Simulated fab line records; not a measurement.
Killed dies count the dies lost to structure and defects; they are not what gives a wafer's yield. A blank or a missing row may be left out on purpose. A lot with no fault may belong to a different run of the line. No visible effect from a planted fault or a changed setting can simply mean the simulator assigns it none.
One fault seen from 2 desks :: flow nand harc :: numbers are kept per desk, each desk with only its own; the story behind them comes last

## AT THE TOOL OWNER'S DESK: rie diel-02
The tool's own readings at NHARC_P_CONTACT_ETCH_31 (etches the open film in CH3F/O2, target depth 30 nm, time 85.7 s): means of the sampled wafers that have a number, for each lot that ran on this tool. Any lot whose mean is over 4 standard deviations away from the usual mean is out of limits and marked OUT; that distance is given in the brackets.
Columns: A = ch3f flow sccm at NHARC_P_CONTACT_ETCH_31, usual 49.98 sccm; B = drypump motor current A at NHARC_P_CONTACT_ETCH_31, usual 6.0 A; C = oes product au at NHARC_P_CONTACT_ETCH_31, usual 0.981 a.u.; D = rf vpp V at NHARC_P_CONTACT_ETCH_31, usual 244.5 V; E = run length s at NHARC_P_CONTACT_ETCH_31, usual 107.0 s; F = showerhead plenum p Torr at NHARC_P_CONTACT_ETCH_31, usual 2.47 Torr; G = throttle valve pct at NHARC_P_CONTACT_ETCH_31, usual 20.662 %
lot: L303
first seen here: day 6 03:55
A: 50.10
B: 6.1
C: 0.976
D: 243.7
E: 106.8
F: 2.45
G: 20.656

lot: L309
first seen here: day 8 21:35
A: 49.86
B: 6.3
C: 0.987
D: 244.5
E: 61.9 (-88) OUT
F: 2.45
G: 20.664

lot: L310
first seen here: day 9 14:07
A: 49.92
B: 6.4
C: 0.990
D: 244.5
E: 62.6 (-87) OUT
F: 2.39
G: 20.664

lot: L319
first seen here: day 13 00:53
A: 49.94
B: 6.1
C: 0.983
D: 244.1
E: 106.8
F: 2.45
G: 20.661

lot: L323
first seen here: day 14 21:25
A: 49.96
B: 6.3
C: 0.987
D: 244.0
E: 106.5
F: 2.47
G: 20.668

lot: L324
first seen here: day 15 05:40
A: 50.17
B: 5.9
C: 0.980
D: 245.1
E: 107.1
F: 2.50
G: 20.664
This desk's verdict: out of limits on L309, L310, starting with L309 at day 8 21:35 (run length s at NHARC_P_CONTACT_ETCH_31). L303, L319, L323, L324 stayed within limits.

## THE DEFECT DESK
Inspection counts along the route, by lot: the mean over sampled wafers that carry a number. Any lot whose mean is over 4 standard deviations away from the usual mean is out of limits and marked OUT; that distance is given in the brackets.
Columns: A = raw defect count at NHARC_P_CONTACT_INSPECT_14, usual 4.0
lot: L303
first seen here: day 6 03:07
A: 1.7

lot: L309
first seen here: day 8 20:47
A: 5.3

lot: L310
first seen here: day 9 13:18
A: 6.7

lot: L316
first seen here: day 11 23:04
A: 5.0

lot: L317
first seen here: day 12 02:46
A: 3.0

lot: L319
first seen here: day 12 23:56
A: 5.3

lot: L321
first seen here: day 13 16:01
A: 3.3

lot: L320
first seen here: day 13 16:47
A: 4.7

lot: L322
first seen here: day 14 07:30
A: 2.3

lot: L323
first seen here: day 14 20:36
A: 2.7

lot: L324
first seen here: day 15 04:52
A: 3.0

lot: L325
first seen here: day 15 17:33
A: 3.0
This desk found nothing out of limits on any of the 12 lots.

## ALL TOGETHER
The tool owner's desk had the chance to raise an alarm at day 8 21:35 on L309, L310.
Nothing out of limits was seen by the defect desk.
The defect desk has L309, L310 on record, within its limits.
Every lot named ran NHARC_P_CONTACT_ETCH_31 on rie diel-02.

## WHAT THE SIMULATOR HAD PUT IN
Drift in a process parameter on rie diel-02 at NHARC_P_CONTACT_ETCH_31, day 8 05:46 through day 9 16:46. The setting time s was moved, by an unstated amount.
Shown lots that were struck: L309, L310.
How many hours passed from the start of the fault until each desk's first out-of-limits reading: the tool owner's desk, 16.
